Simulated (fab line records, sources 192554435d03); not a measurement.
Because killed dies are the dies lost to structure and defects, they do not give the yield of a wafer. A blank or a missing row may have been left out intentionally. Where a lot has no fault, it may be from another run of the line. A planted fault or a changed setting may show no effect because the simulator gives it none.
2 desks looking at one fault + flow n5 finfet + each desk has only its own numbers; what lay behind them comes last

== FROM THE METROLOGY DESK ==
Means of the sampled wafers that have a number, per lot and without regard to the tool the lot ran on: this is what the gauges read. If a lot's mean is further than 4 standard deviations from the usual mean, the lot is out of limits and carries the mark OUT (the distance appears in the brackets).
Columns: A = trench depth nm at N5_FIN_SAQP_OCD_MEAS_76, usual 120.7 nm
| lot  | first seen here | A     |
|------|-----------------|-------|
| L357 | day 2 08:41     | 122.2 |
| L359 | day 2 20:38     | 121.5 |
| L360 | day 3 01:56     | 122.1 |
| L361 | day 3 08:28     | 119.5 |
| L362 | day 3 14:13     | 119.9 |
| L363 | day 3 19:58     | 120.2 |
| L366 | day 4 15:14     | 122.1 |
| L368 | day 5 02:40     | 122.0 |
| L369 | day 5 11:11     | 121.0 |
| L374 | day 6 16:26     | 120.2 |
| L375 | day 6 21:43     | 120.8 |
| L378 | day 7 13:36     | 120.4 |
| L379 | day 7 19:59     | 119.6 |
This desk's finding: nothing out of limits on any of the 13 lots.

== THE TOOL OWNER'S DESK: vapor etch-02 ==
The tool's own readings at N5_FIN_CUT_PRECLEAN_35 (cleans in vHF, time 13.3 s): means of the sampled wafers that have a number, for each lot that ran on this tool. If a lot's mean is further than 4 standard deviations from the usual mean, the lot is out of limits and carries the mark OUT (the distance appears in the brackets).
Columns: A = drypump motor current A at N5_FIN_CUT_PRECLEAN_35, usual 5.5 A
| lot  | first seen here | A   |
|------|-----------------|-----|
| L357 | day 2 09:51     | 5.1 |
| L360 | day 3 02:56     | 5.4 |
| L363 | day 3 20:58     | 5.4 |
| L366 | day 4 16:16     | 5.7 |
| L368 | day 5 03:41     | 5.5 |
| L369 | day 5 12:23     | 5.4 |
| L375 | day 6 22:52     | 5.5 |
This desk's finding: nothing out of limits on any of the 7 lots.

== PUT TOGETHER ==
At the metrology desk, nothing out of limits was observed.
The tool owner's desk saw nothing out of limits.

== WHAT HAD BEEN PUT IN BY THE SIMULATOR ==
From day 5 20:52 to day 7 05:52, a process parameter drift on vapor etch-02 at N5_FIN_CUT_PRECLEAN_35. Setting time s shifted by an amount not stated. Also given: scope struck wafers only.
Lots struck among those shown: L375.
